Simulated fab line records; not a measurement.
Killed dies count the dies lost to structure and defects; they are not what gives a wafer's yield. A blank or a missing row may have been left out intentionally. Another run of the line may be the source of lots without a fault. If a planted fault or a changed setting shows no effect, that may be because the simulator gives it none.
fab line records	flow n5_finfet
[record] lots = 10	wafers = 30	last_day = 17
route steps=1938 shown BEOL_M8@1348 PASSIVATION@1936
lots with no fault: from the same line, run without faults
start_h: the number of hours between the record's first day and the start of the first shown wafer of the lot	wait_h: hours elapsed since this lot's preceding step	" unchanged from the row above	L1.1+2: a row that stands for several wafers	- no value, or no start was given	* or withheld: withheld	< > ~ a bound
route shown NAME@n: NAME is a module with steps in the file, n the number in the route of the first one	usual: mean/standard deviation taken from wafers without a fault	same: alike in all rows	chamber/n: place in a boat	sites: the reading at each site	_std_site: their standard deviation	_edge_site: inner sites' mean taken away from outer sites' mean	radius_mm: for every site, how far away it sits from the centre of the wafer	mask NAME#n: copy n	behind: the last tool/chamber to shape the wafer	hold: cause of the lot's hold/its duration in hours/its outcome	device: names the non-switching transistor (n, p or np)	end of line: the tests these same wafers got at the end of their route	a step with no rows: only its recipe	killed: dies lost to structure and defects at the first sort, not the wafer's yield	map: a wafer's dies, x killed, . not, _ none there
set.NAME: the setting as run; set.NAME@STEP: as run at that earlier step	model.NAME: the simulator's own value behind a step, which no gauge read
a sample of lots followed through the steps of the route, with each step as a table and each wafer as a row
services: when a tool's chamber went out of use (start_h, in hours from the record's first day, below 0 if earlier), for how many hours, and the reason
[[steps]]
[step N5_BEOL_M8_DESCUM_16]
[recipe] chemistry = O2	time_s = 7.9	source_power_w = 50	bias_power_w = 20	pressure_mtorr = 20	rf_frequency_hz = 2.712e+07	temp_c = 40	resist = CAR-ArF	o2_flow_sccm = 225
[usual] drypump_motor_current_A = 5.5/0.52	oes_product_au = 0.78/0.079	rf_fwd_power_W = 49.48/0.19	rf_vpp_V = 243.2/1.5	showerhead_plenum_p_Torr = 2.09/0.088	throttle_valve_pct = 20.47/0.22
lot.wafer	tool	chamber	start_h	wait_h	drypump_motor_current_A	oes_product_au	rf_fwd_power_W	rf_hours_counter_h	rf_vpp_V	showerhead_plenum_p_Torr	throttle_valve_pct
L341.2	rie_diel-04	2	211.40	0.0	6.3	0.84	49.63	67	242.8	2.04	20.73
L341.3	"	0	"	"	5.8	0.68	49.73	225	245.0	2.14	20.39
L341.4	"	1	"	"	5.8	0.74	49.69	189	242.7	1.99	20.24
L342.2	rie_diel-04	3	215.20	0.0	5.1	0.76	49.72	137	242.9	2.09	20.56
L342.3	"	0	"	"	5.8	0.68	49.57	226	244.2	2.14	20.39
L342.5	"	3	"	"	5.1	0.75	49.50	-	243.6	2.09	20.57
L344.3	rie_diel-05	1	223.42	0.2	5.1	0.86	48.99	56	242.3	2.02	20.17
L344.4	"	3	"	"	6.4	0.67	49.33	249	241.2	1.97	20.47
L344.5	"	3	"	"	6.4	0.67	49.39	-	241.6	1.97	20.47
L347.1	rie_diel-06	0	232.25	0.0	4.8	0.74	49.63	176	240.8	1.99	20.39
L347.4	"	2	"	"	5.3	0.73	49.48	202	242.8	2.07	20.62
L347.5	"	1	"	"	5.6	0.72	49.70	-	243.6	2.07	20.81
L346.2	rie_diel-06	0	234.47	0.0	4.8	0.74	49.72	176	241.9	1.99	20.39
L346.3	"	3	"	"	4.9	0.93	49.41	20	244.5	2.23	20.43
L346.4	"	1	"	"	5.6	0.71	49.40	206	243.2	2.07	20.80
L349.1	rie_diel-05	2	255.88	0.0	5.3	0.84	49.34	80	246.3	2.21	20.24
L349.2	"	0	"	"	5.9	0.74	49.79	150	244.7	2.18	20.71
L349.4	"	3	"	"	6.4	0.97	49.39	3	245.1	2.23	20.11
L351.1	rie_diel-05	3	270.83	0.0	6.4	0.95	49.30	8	245.1	2.23	20.12
L351.2	"	0	"	"	5.9	0.74	49.76	156	243.2	2.18	20.72
L351.4	"	2	"	"	5.4	0.83	49.20	85	243.4	2.20	20.25
L356.3	rie_diel-04	1	294.81	0.0	5.8	0.73	49.12	219	242.4	1.98	20.30
L356.4	"	2	"	"	6.3	0.80	49.39	-	242.2	2.04	20.75
L356.5	"	1	"	"	5.8	0.72	49.38	-	241.1	1.98	20.28
L355.1	rie_diel-06	3	294.99	0.0	4.9	0.89	49.52	43	244.7	2.22	20.46
L355.4	"	1	"	"	5.6	0.70	49.40	229	243.7	2.07	20.85
L355.5	"	0	"	"	4.8	0.72	49.45	-	241.6	1.98	20.43
L362.1	rie_diel-05	3	330.07	0.1	6.4	0.90	49.52	29	245.1	2.22	20.13
L362.2	"	0	"	"	5.9	0.71	49.76	176	243.9	2.17	20.77
L362.5	"	2	"	"	5.4	0.79	49.31	-	244.0	2.20	20.29
[step N5_BEOL_M8_STRIP_67]
[recipe] chemistry = CF4	resist = SiARC	power_w = 300	bias_power_w = 75	pressure_mtorr = 50	cf4_flow_sccm = 150	rf_frequency_hz = 6e+07
[usual] cf4_flow_sccm = 150.0/0.46	drypump_motor_current_A = 5.5/0.53	oes_product_au = 0.78/0.079	rf_vpp_V = 271.2/1.7	showerhead_plenum_p_Torr = 1.79/0.069	throttle_valve_pct = 13.63/0.22
lot.wafer	tool	chamber	start_h	wait_h	cf4_flow_sccm	drypump_motor_current_A	oes_product_au	rf_hours_counter_h	rf_vpp_V	showerhead_plenum_p_Torr	throttle_valve_pct
L341.2	rie_diel-04	2	211.63	0.0	150.0	6.3	0.83	67	269.5	1.74	13.65
L341.3	"	0	"	"	150.6	5.8	0.69	225	273.3	1.83	13.65
L341.4	"	1	"	"	149.2	5.8	0.74	189	269.6	1.71	13.51
L342.2	rie_diel-04	3	215.43	0.0	150.1	5.1	0.75	138	271.9	1.80	13.72
L342.3	"	0	"	"	150.3	5.7	0.69	226	272.2	1.83	13.67
L342.5	"	3	"	"	149.9	5.1	0.75	-	272.2	1.80	13.72
L344.3	rie_diel-05	1	223.66	0.0	149.2	5.1	0.86	56	271.2	1.76	13.45
L344.4	"	3	"	"	150.8	6.4	0.68	249	269.0	1.70	13.80
L344.5	"	3	"	"	149.7	6.4	0.68	-	269.0	1.71	13.80
L347.1	rie_diel-06	0	232.49	0.0	150.0	4.8	0.73	176	269.9	1.71	13.62
L347.4	"	2	"	"	150.0	5.3	0.72	202	271.0	1.77	13.82
L347.5	"	1	"	"	149.8	5.6	0.72	-	273.4	1.78	13.97
L346.2	rie_diel-06	0	234.70	0.0	150.6	4.8	0.73	177	268.8	1.71	13.62
L346.3	"	3	"	"	149.2	4.9	0.92	20	273.6	1.89	13.32
L346.4	"	1	"	"	149.5	5.6	0.72	206	271.3	1.78	13.97
L349.1	rie_diel-05	2	256.12	0.0	149.6	5.4	0.84	80	273.0	1.87	13.37
L349.2	"	0	"	"	150.3	5.9	0.73	151	272.4	1.88	13.95
L349.4	"	3	"	"	149.8	6.4	0.97	3	275.5	1.91	13.24
L351.1	rie_diel-05	3	271.07	0.0	149.7	6.4	0.95	8	272.8	1.91	13.25
L351.2	"	0	"	"	150.7	5.9	0.73	156	271.9	1.88	13.95
L351.4	"	2	"	"	150.0	5.3	0.84	85	274.4	1.87	13.38
L356.3	rie_diel-04	1	295.05	0.0	150.6	5.8	0.72	219	268.7	1.70	13.59
L356.4	"	2	"	"	148.9	6.3	0.80	-	267.0	1.74	13.73
L356.5	"	1	"	"	150.2	5.9	0.71	-	269.7	1.70	13.60
L355.1	rie_diel-06	3	295.23	0.0	150.1	4.9	0.89	43	271.9	1.88	13.40
L355.4	"	1	"	"	149.8	5.6	0.71	229	270.6	1.78	14.03
L355.5	"	0	"	"	149.6	4.8	0.72	-	267.3	1.70	13.66
L362.1	rie_diel-05	3	330.31	0.0	150.0	6.4	0.89	29	271.5	1.91	13.29
L362.2	"	0	"	"	149.3	6.0	0.71	177	273.2	1.87	14.01
L362.5	"	2	"	"	150.1	5.4	0.81	-	273.0	1.87	13.43
[step N5_BEOL_M8_STRIP_19]
[recipe] chemistry = O2	power_w = 400	temp_c = 40	pressure_mtorr = 30	rf_frequency_hz = 6e+07	bias_power_w = 0	overash_fraction = 0.2	o2_flow_sccm = 225
[usual] drypump_motor_current_A = 5.6/0.48	oes_product_au = 0.79/0.077	rf_vpp_V = 3.7/0.65	showerhead_plenum_p_Torr = 2.10/0.086	throttle_valve_pct = 16.68/0.22
lot.wafer	tool	chamber	start_h	wait_h	drypump_motor_current_A	oes_product_au	rf_hours_counter_h	rf_vpp_V	showerhead_plenum_p_Torr	throttle_valve_pct
L341.2	rie_diel-04	3	211.78	0.1	5.1	0.75	137	3.9	2.09	16.78
L341.3	"	0	"	"	5.7	0.67	225	4.2	2.14	16.67
L341.4	"	1	"	"	5.9	0.74	189	3.8	1.99	16.53
L342.2	rie_diel-04	3	215.59	0.1	5.1	0.75	138	3.3	2.09	16.80
L342.3	"	2	"	"	6.3	0.85	68	3.6	2.05	16.90
L342.5	"	2	"	"	6.3	0.84	-	4.0	2.05	16.89
L344.3	rie_diel-05	2	223.85	0.1	5.4	0.86	66	4.1	2.21	16.48
L344.4	"	3	"	"	6.4	0.67	249	2.9	1.97	16.77
L344.5	"	2	"	"	5.4	0.85	-	3.6	2.21	16.45
L347.1	rie_diel-05	0	232.64	0.1	5.9	0.75	140	3.5	2.19	16.93
L347.4	"	2	"	"	5.3	0.86	-	3.1	2.21	16.49
L347.5	"	1	"	"	5.1	0.86	-	3.2	2.02	16.42
L346.2	rie_diel-04	3	234.91	0.1	5.1	0.75	145	2.8	2.09	16.80
L346.3	"	0	"	"	5.8	0.67	231	3.7	2.14	16.69
L346.4	"	2	"	"	6.3	0.83	76	4.0	2.05	16.91
L349.1	rie_diel-06	1	256.39	0.2	5.6	0.71	215	4.3	2.07	17.06
L349.2	"	2	"	"	5.3	0.72	213	3.8	2.07	16.94
L349.4	"	3	"	"	4.9	0.92	29	3.7	2.23	16.60
L351.1	rie_diel-05	3	271.22	0.1	6.4	0.95	8	3.6	2.23	16.33
L351.2	"	0	"	"	5.9	0.73	156	4.5	2.18	16.96
L351.4	"	1	"	"	5.1	0.84	75	3.4	2.02	16.48
L356.3	rie_diel-05	2	295.24	0.1	5.4	0.82	94	3.7	2.20	16.52
L356.4	"	3	"	"	6.4	0.92	16	2.8	2.23	16.36
L356.5	"	2	"	"	5.3	0.82	-	3.5	2.20	16.52
L355.1	rie_diel-05	2	295.38	0.1	5.4	0.81	94	3.8	2.20	16.50
L355.4	"	3	"	"	6.4	0.93	16	2.8	2.23	16.36
L355.5	"	1	"	"	5.1	0.83	-	2.7	2.02	16.50
L362.1	rie_diel-04	1	330.67	0.3	5.8	0.71	234	3.3	1.97	16.66
L362.2	"	0	"	"	5.7	0.95	8	2.6	2.13	16.29
L362.5	"	2	"	"	6.3	0.80	-	3.5	2.03	16.97
[step N5_BEOL_M8_CD_MEAS_28]
[recipe] target_cd_nm = 40	landing_energy_ev = 500	detector = se_inlens
[usual] cd_nm = 40.01/0.23
lot.wafer	tool	chamber	start_h	wait_h	cd_nm
L341.2	cd_sem-01	0	212.63	-	39.67
L341.3	"	0	"	"	39.79
L341.4	"	0	"	"	40.24
L342.2	cd_sem-02	0	216.19	-	39.63
L342.3	"	0	"	"	40.34
L342.5	"	0	"	"	40.26
L344.3	cd_sem-01	0	224.29	-	40.21
L344.4	"	0	"	"	40.41
L344.5	"	0	"	"	39.89
L347.1	cd_sem-02	0	233.16	-	39.63
L347.4	"	0	"	"	39.82
L347.5	"	0	"	"	40.17
L346.2	cd_sem-01	0	235.97	-	40.27
L346.3	"	0	"	"	40.18
L346.4	"	0	"	"	40.00
L349.1	cd_sem-02	0	257.73	-	39.74
L349.2	"	0	"	"	39.96
L349.4	"	0	"	"	40.11
L351.1	cd_sem-01	0	274.38	-	40.18
L351.2	"	0	"	"	40.33
L351.4	"	0	"	"	40.06
L356.3	cd_sem-01	0	296.27	-	40.02
L356.4	"	0	"	"	39.77
L356.5	"	0	"	"	39.88
L355.1	cd_sem-01	0	296.96	-	40.15
L355.4	"	0	"	"	40.12
L355.5	"	0	"	"	40.17
L362.1	cd_sem-03	0	331.35	-	40.06
L362.2	"	0	"	"	40.12
L362.5	"	0	"	"	40.11
[step N5_BEOL_M8_INSPECT_30]
[recipe] mode = adi	inspect_instrument = brightfield
[usual] raw_defect_count = 444/96
lot.wafer	tool	chamber	start_h	wait_h	raw_defect_count
L341.2	defect_inspect-02	-	212.72	0.0	388
L341.3	"	-	"	"	325
L341.4	"	-	"	"	287
L342.2	defect_inspect-02	-	216.28	0.0	426
L342.3	"	-	"	"	419
L342.5	"	-	"	"	408
L344.3	defect_inspect-02	-	224.38	0.0	284
L344.4	"	-	"	"	380
L344.5	"	-	"	"	348
L347.1	defect_inspect-01	-	233.25	0.1	398
L347.4	"	-	"	"	402
L347.5	"	-	"	"	332
L346.2	defect_inspect-01	-	236.06	0.0	501
L346.3	"	-	"	"	357
L346.4	"	-	"	"	615
L349.1	defect_inspect-01	-	257.81	0.1	425
L349.2	"	-	"	"	361
L349.4	"	-	"	"	375
L351.1	defect_inspect-01	-	274.50	0.1	640
L351.2	"	-	"	"	395
L351.4	"	-	"	"	480
L356.3	defect_inspect-01	-	296.36	0.0	351
L356.4	"	-	"	"	1253
L356.5	"	-	"	"	418
L355.1	defect_inspect-02	-	297.04	0.1	515
L355.4	"	-	"	"	1247
L355.5	"	-	"	"	519
L362.1	defect_inspect-01	-	331.43	0.1	462
L362.2	"	-	"	"	446
L362.5	"	-	"	"	475
[step N5_PASSIVATION_PROBE_49]
[usual] defect_limited_yield = 91.3/1.5	killed_at_M0_to_M3 = 35/10	killed_at_M4_up = 12/4.6	killed_at_contacts = 13/6.6	killed_at_front_end = 39/11	killed_at_other = 4/3.4	killed_dies = 103/17	killed_on_rim = 14/4.1	killed_open = 67/13	killed_short = 35/8.2	sort_bin_5_function = 5.1/0.94	sort_bin_6_memory = 3.2/0.7	sort_n_pass = 1077/17	sort_yield_pct = 91.3/1.5
[same] gross_dies = 1180	killed_at_back_side = 0	sort_bin_4_leakage[%] = 0	sort_bin_8_speed[%] = 0
lot.wafer	tool	chamber	start_h	wait_h	defect_limited_yield[%]	killed_at_M0_to_M3	killed_at_M4_up	killed_at_contacts	killed_at_front_end	killed_at_other	killed_dies	killed_on_rim	killed_open	killed_short	sort_bin_5_function[%]	sort_bin_6_memory[%]	sort_n_pass	sort_yield_pct[%]
L341.2	prober-01	-	281.68	0.1	93.4	24	15	6	33	0	78	6	45	33	3.2	3.0	1102	93.4
L341.3	prober-01	-	281.73	0.1	91.0	36	14	21	33	2	106	19	68	37	5.3	3.2	1074	91.0
L341.4	prober-01	-	281.78	0.2	93.1	34	5	5	35	2	81	9	59	20	4.3	2.3	1099	93.1
L347.1	prober-01	-	310.30	0.0	90.3	46	11	20	36	1	114	11	75	39	5.7	3.8	1066	90.3
L347.4	prober-01	-	310.45	0.2	90.1	40	10	10	48	9	117	13	74	42	5.9	3.7	1063	90.1
L347.5	prober-01	-	310.50	0.2	88.5	49	11	7	61	8	136	13	82	54	6.4	4.5	1044	88.5
L349.1	prober-01	-	326.39	0.0	89.3	43	11	12	56	4	126	22	75	49	6.4	3.6	1054	89.3
L349.2	prober-01	-	326.44	0.1	88.9	44	8	30	43	6	131	19	82	43	6.4	4.2	1049	88.9
L349.4	prober-01	-	326.54	0.2	91.1	27	13	18	45	2	105	18	76	28	4.8	3.8	1075	91.1
L355.1	prober-01	-	373.68	0.0	92.5	36	12	11	27	2	88	12	64	23	4.3	2.7	1092	92.5
L355.4	prober-01	-	373.83	0.2	85.8	29	97	5	34	3	168	30	53	29	9.3	2.9	1012	85.8
L355.5	prober-01	-	373.88	0.2	92.9	23	14	7	36	4	84	9	59	25	4.5	2.5	1096	92.9
L356.3	prober-01	-	376.95	0.1	91.6	39	7	11	37	5	99	15	48	51	5.1	3.1	1081	91.6
L356.4	prober-01	-	377.00	0.2	84.0	29	88	22	43	7	189	28	66	39	9.7	3.9	991	84.0
L356.5	prober-01	-	377.05	0.2	91.1	26	10	16	48	5	105	13	61	44	6.1	2.5	1075	91.1
// killed by level:class
L341.2 BEOL_M2:geometric_particle:open=11 BEOL_M0_SAQP:geometric_particle:short=9 DUMMY_GATE:geometric_particle:open=7 FIN_SAQP:geometric_particle:short=5 GATE_CUT:geometric_particle:short=5 BEOL_M4:geometric_particle:open=5 BEOL_M5:geometric_particle:open=5 STI_FIN_REVEAL:geometric_particle:open=4
L341.3 MOL_CONTACT_COAG:geometric_particle:open=14 STI_FIN_REVEAL:geometric_particle:open=11 BEOL_M0_SAQP:geometric_particle:short=11 BEOL_M0_SAQP:geometric_particle:open=9 BEOL_M4:geometric_particle:open=8 MOL_CONTACT_COAG:geometric_particle:short=7 BEOL_M1:geometric_particle:open=6 BEOL_M3:geometric_particle:open=4
L341.4 STI_FIN_REVEAL:geometric_particle:open=13 BEOL_M0_SAQP:geometric_particle:short=7 BEOL_M0_SAQP:geometric_particle:open=6 BEOL_M3:geometric_particle:open=6 FIN_SAQP:geometric_particle:open=5 MOL_CONTACT_COAG:geometric_particle:open=5 BEOL_M1:geometric_particle:open=4 BEOL_M2:geometric_particle:open=4
L347.1 MOL_CONTACT_COAG:geometric_particle:open=12 BEOL_M2:geometric_particle:open=12 FIN_SAQP:geometric_particle:open=11 MOL_CONTACT_COAG:geometric_particle:short=8 STI_FIN_REVEAL:geometric_particle:open=7 BEOL_M1:geometric_particle:open=7 BEOL_M0_SAQP:geometric_particle:short=6 BEOL_M0_SAQP:geometric_particle:open=6
L347.4 STI_FIN_REVEAL:geometric_particle:open=13 BEOL_M0_SAQP:geometric_particle:open=13 BEOL_M0_SAQP:geometric_particle:short=11 FIN_SAQP:geometric_particle:open=9 MOL_CONTACT_COAG:geometric_particle:open=9 GATE_CUT:geometric_particle:short=6 BEOL_M3:geometric_particle:open=6 BEOL_M4:geometric_particle:open=6
L347.5 STI_FIN_REVEAL:geometric_particle:open=18 BEOL_M2:geometric_particle:open=12 GATE_CUT:geometric_particle:short=10 FIN_SAQP:geometric_particle:open=9 FIN_SAQP:geometric_particle:short=9 BEOL_M1:geometric_particle:open=9 BEOL_M0_SAQP:geometric_particle:open=6 MOL_CONTACT_COAG:geometric_particle:open=6
L349.1 DUMMY_GATE:geometric_particle:open=14 FIN_SAQP:geometric_particle:short=10 MOL_CONTACT_COAG:geometric_particle:open=9 BEOL_M0_SAQP:geometric_particle:open=7 GATE_CUT:geometric_particle:short=7 BEOL_M0_SAQP:geometric_particle:short=7 BEOL_M3:geometric_particle:open=6 BEOL_M3:geometric_particle:short=6
L349.2 MOL_CONTACT_COAG:geometric_particle:open=26 BEOL_M2:geometric_particle:open=12 FIN_SAQP:geometric_particle:short=8 BEOL_M0_SAQP:geometric_particle:short=7 FIN_SAQP:geometric_particle:open=6 DUMMY_GATE:geometric_particle:open=6 ILD0:geometric_particle:short=6 BEOL_M0_SAQP:geometric_particle:open=5
L349.4 FIN_SAQP:geometric_particle:open=19 MOL_CONTACT_COAG:geometric_particle:open=11 DUMMY_GATE:geometric_particle:open=10 BEOL_M1:geometric_particle:open=9 MOL_CONTACT_COAG:geometric_particle:short=7 FIN_SAQP:geometric_particle:short=6 BEOL_M0:geometric_particle:open=6 STI_FIN_REVEAL:geometric_particle:open=5
L355.1 MOL_CONTACT_COAG:geometric_particle:open=10 STI_FIN_REVEAL:geometric_particle:open=9 BEOL_M0_SAQP:geometric_particle:open=8 BEOL_M2:geometric_particle:open=8 BEOL_M0_SAQP:geometric_particle:short=7 BEOL_M1:geometric_particle:open=6 FIN_SAQP:geometric_particle:open=5 BEOL_M5:geometric_particle:open=5
L355.4 BEOL_M8:unspecified=86 FIN_SAQP:geometric_particle:open=10 STI_FIN_REVEAL:geometric_particle:open=10 BEOL_M0_SAQP:geometric_particle:short=9 BEOL_M2:geometric_particle:open=6 BEOL_M0_SAQP:geometric_particle:open=5 MOL_CONTACT_COAG:geometric_particle:open=4 BEOL_M4:geometric_particle:open=4
L355.5 BEOL_M0_SAQP:geometric_particle:short=8 FIN_SAQP:geometric_particle:open=7 STI_FIN_REVEAL:geometric_particle:open=7 DUMMY_GATE:geometric_particle:open=7 MOL_CONTACT_COAG:geometric_particle:open=6 BEOL_M0_SAQP:geometric_particle:open=5 BEOL_M5:geometric_particle:open=5 STARTING-WAFER:geometric_particle:open=4
L356.3 BEOL_M0_SAQP:geometric_particle:short=12 BEOL_M3:geometric_particle:short=11 FIN_SAQP:geometric_particle:short=10 MOL_CONTACT_COAG:geometric_particle:open=10 GATE_CUT:geometric_particle:short=8 DUMMY_GATE:geometric_particle:open=6 BEOL_M0_SAQP:geometric_particle:open=5 BEOL_M1:geometric_particle:open=5
L356.4 BEOL_M8:unspecified=81 MOL_CONTACT_COAG:geometric_particle:open=19 BEOL_M0_SAQP:geometric_particle:short=9 BEOL_M1:geometric_particle:open=7 FIN_SAQP:geometric_particle:short=6 FIN_SAQP:geometric_particle:open=6 DUMMY_GATE:geometric_particle:open=6 GATE_CUT:geometric_particle:short=6
L356.5 MOL_CONTACT_COAG:geometric_particle:open=14 FIN_SAQP:geometric_particle:short=12 FIN_SAQP:geometric_particle:open=10 GATE_CUT:geometric_particle:open=7 BEOL_M1:geometric_particle:open=6 BEOL_M0_SAQP:geometric_particle:short=6 GATE_CUT:geometric_particle:short=5 BEOL_M0_SAQP:geometric_particle:open=4
[[services]]
tool	chamber	start_h	hours	kind
rie_diel-04	-	212.56	0.5	repair
rie_diel-05	0	213.29	4.7	repair
rie_diel-06	-	216.71	2.8	pm
rie_diel-04	0	224.29	7.6	repair
rie_diel-05	3	226.40	-	clean
rie_diel-05	3	226.40	-	consumable_replace:focus_ring
rie_diel-05	3	226.40	-	consumable_replace:showerhead
rie_diel-05	3	226.40	20.0	scheduled_down
rie_diel-05	3	226.40	20.0	vent_cycle
rie_diel-04	-	228.63	2.8	pm
rie_diel-06	3	258.82	2.4	repair
rie_diel-04	0	292.44	-	clean
rie_diel-04	0	292.44	-	consumable_replace:focus_ring
rie_diel-04	0	292.44	17.5	scheduled_down
rie_diel-04	0	292.44	17.5	vent_cycle
rie_diel-04	3	323.85	12.5	repair
rie_diel-04	2	328.65	1.8	repair
[[key]]
[first_sign] step = N5_BEOL_M8_INSPECT_30	reading = raw_defect_count	direction = up	sigmas = 8.4	usual = 444	struck = 1250
[effect] step = N5_PASSIVATION_PROBE_49	reading = killed_at_M4_up	direction = up	sigmas = 17	usual = 12	struck = 92
[more_kills_born_at] N5_BEOL_M8_STRIP_19@rie_diel-05 = 167
met_at N5_BEOL_M8_STRIP_19
struck_lots L355,L356
struck_wafers L355.4,L356.4
not_acting_at N5_BEOL_M8_DESCUM_16,N5_BEOL_M8_STRIP_67,N5_BEOL_M8_CD_MEAS_28
onset_between 271.22 295.24
[fault] kind = chamber_particle_source	tool = rie_diel-05	chamber = 3	onset_h = 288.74	steps = N5_BEOL_M8_STRIP_19	rate_per_visit_cm2 = 1.2689	end_h = 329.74
